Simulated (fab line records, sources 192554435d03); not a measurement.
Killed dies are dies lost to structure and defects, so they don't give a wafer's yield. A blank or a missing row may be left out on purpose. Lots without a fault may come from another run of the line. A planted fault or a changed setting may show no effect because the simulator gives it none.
Chamber matching | flow n5_finfet | N5_FIN_SAQP_DESCUM_21 on rie_diel-01: 4 sister chambers
The step chemistry O2, time 7.9 s. 20 wafers are shown with their chamber, then 10 later ones without.

WAFERS WITH THEIR CHAMBER
wafer  | chamber | showerhead_plenum_p_Torr (Torr) | throttle_valve_pct (%) | rf_vpp_V (V)
L074.2 | 1       | 2.06                            | 20.79                  | 242.7
L074.3 | 0       | 2.14                            | 20.08                  | 244.5
L074.5 | 1       | 2.06                            | 20.79                  | 242.6
L075.3 | 0       | 2.14                            | 20.09                  | 244.7
L075.4 | 1       | 2.06                            | 20.81                  | 242.1
L075.6 | 2       | 2.13                            | 20.68                  | 243.8
L080.1 | 1       | 2.06                            | 20.81                  | 242.5
L080.2 | 3       | 2.11                            | 20.54                  | 243.1
L080.4 | 0       | 2.13                            | 20.09                  | 243.4
L085.3 | 3       | 2.11                            | 20.54                  | 244.5
L085.5 | 1       | 2.05                            | 20.81                  | 242.9
L085.6 | 0       | 2.13                            | 20.12                  | 243.2
L087.2 | 2       | 2.12                            | 20.36                  | 245.4
L087.3 | 0       | 2.13                            | 20.12                  | 244.3
L087.4 | 3       | 2.11                            | 20.55                  | 243.7
L089.4 | 2       | 2.12                            | 20.37                  | 243.7
L089.5 | 0       | 2.13                            | 20.12                  | 243.5
L089.6 | 3       | 2.11                            | 20.56                  | 243.4
L092.1 | 3       | 2.10                            | 20.59                  | 244.0
L092.2 | 1       | 2.05                            | 20.86                  | 243.4

SIGNATURES (means of the wafers above)
reading                  | chamber 0 | chamber 1 | chamber 2 | chamber 3 | scatter within a chamber
showerhead_plenum_p_Torr | 2.1333    | 2.0567    | 2.1233    | 2.1080    | 0.00508
throttle_valve_pct       | 20.1033   | 20.8117   | 20.4700   | 20.5560   | 0.0675
rf_vpp_V                 | 243.933   | 242.700   | 244.300   | 243.740   | 0.612
Rule: a wafer's distance from a chamber is the root of the sum, over the readings, of the square of ((its reading less the chamber's mean) divided by the reading's scatter). The wafer belongs to the nearest chamber; if the next one is less than 2 further off, it can't be placed. The scatter: the root of (the sum of the squares of (reading less its chamber's mean) over the shown wafers, divided by (wafers less chambers)).

WAFERS WITHOUT THEIR CHAMBER
wafer  | showerhead_plenum_p_Torr (Torr) | throttle_valve_pct (%) | rf_vpp_V (V)
L092.3 | 2.13                            | 20.12                  | 243.0
L093.1 | 2.05                            | 20.86                  | 241.8
L093.2 | 2.12                            | 20.39                  | 244.3
L093.3 | 2.12                            | 20.13                  | 244.0
L096.2 | 2.04                            | 20.85                  | 242.6
L096.3 | 2.12                            | 20.15                  | 241.1
L096.4 | 2.10                            | 20.59                  | 243.8
L097.1 | 2.12                            | 20.15                  | 245.5
L097.3 | 2.11                            | 20.39                  | 243.8
L097.6 | 2.11                            | 20.41                  | 244.1

WHICH CHAMBER EACH WENT THROUGH
wafer  | from the rows above     | in truth
L092.3 | 0                       | 0
L093.1 | 1                       | 1
L093.2 | 2                       | 2
L093.3 | 0                       | 0
L096.2 | 1                       | 1
L096.3 | can't be placed: 0 or 2 | 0
L096.4 | 3                       | 3
L097.1 | can't be placed: 0 or 2 | 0
L097.3 | can't be placed: 3 or 2 | 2
L097.6 | can't be placed: 3 or 2 | 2
Placed correctly: 6 of 10. Can't be placed from these rows: 4 (the true chamber is among the candidates in 4). Placed wrongly: 0.
